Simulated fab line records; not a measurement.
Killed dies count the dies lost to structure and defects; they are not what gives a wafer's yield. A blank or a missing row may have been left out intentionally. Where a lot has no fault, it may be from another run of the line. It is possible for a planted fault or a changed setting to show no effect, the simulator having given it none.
Matching of chambers    flow nandHarc    NHARC_A_STAIRCASE_ETCHBACK_157 on rieDiel-13 has 4 sister chambers
The step etches the open film in CH3F/O2, target depth 90 nm, time 167.14 s. 14 wafers are shown with their chamber, then 7 later ones without.

== WAFERS WITH THEIR CHAMBER ==
wafer   chamber  showerheadPlenumPTorr (Torr)  drypumpMotorCurrentA (A)  rfVppV (V)
L969.1  0        2.49                          5.6                       243.2
L969.5  2        2.66                          6.5                       246.1
L969.6  3        2.28                          5.4                       241.4
L968.1  0        2.49                          5.7                       245.6
L968.4  3        2.28                          5.4                       242.0
L968.5  0        2.49                          5.7                       245.1
L973.1  3        2.28                          5.4                       242.9
L973.3  1        2.33                          5.3                       241.4
L973.4  0        2.48                          5.7                       245.1
L972.2  1        2.33                          5.3                       241.4
L972.4  0        2.48                          5.7                       243.9
L972.6  3        2.28                          5.4                       239.9
L978.1  0        2.48                          5.6                       244.3
L978.4  3        2.27                          5.4                       242.8

SIGNATURES, as means of the wafers listed above
reading                chamber 0  chamber 1  chamber 2  chamber 3  scatter within a chamber
showerheadPlenumPTorr  2.4850     2.3300     2.6600     2.2780     0.0048
drypumpMotorCurrentA   5.667      5.300      6.500      5.400      0.0365
rfVppV                 244.533    241.400    246.100    241.800    1
Rule: a wafer lies at a distance from a chamber equal to the root of the sum of squares, over the readings, of (its reading less the chamber's mean, divided by the reading's scatter). The wafer belongs to the nearest chamber; if the next one is less than 2 further off, it can't be placed. The scatter: the root of (the sum of the squares of (reading less its chamber's mean) over the shown wafers, divided by (wafers less chambers)).

== WAFERS WHOSE CHAMBER IS MISSING ==
wafer   showerheadPlenumPTorr (Torr)  drypumpMotorCurrentA (A)  rfVppV (V)
L978.6  2.27                          5.4                       241.4
L983.1  2.64                          6.5                       245.7
L983.3  2.27                          5.4                       242.0
L983.4  2.32                          5.3                       242.0
L985.1  2.27                          5.4                       241.8
L985.2  2.47                          5.6                       244.5
L985.3  2.31                          5.3                       240.5

== THE CHAMBER EACH PASSED THROUGH ==
wafer   from the rows above  in truth
L978.6  3                    3
L983.1  2                    2
L983.3  3                    3
L983.4  1                    1
L985.1  3                    3
L985.2  0                    0
L985.3  1                    1
7 of 7 placed correctly. From these rows, 0 cannot be placed. Wrongly placed: 0.
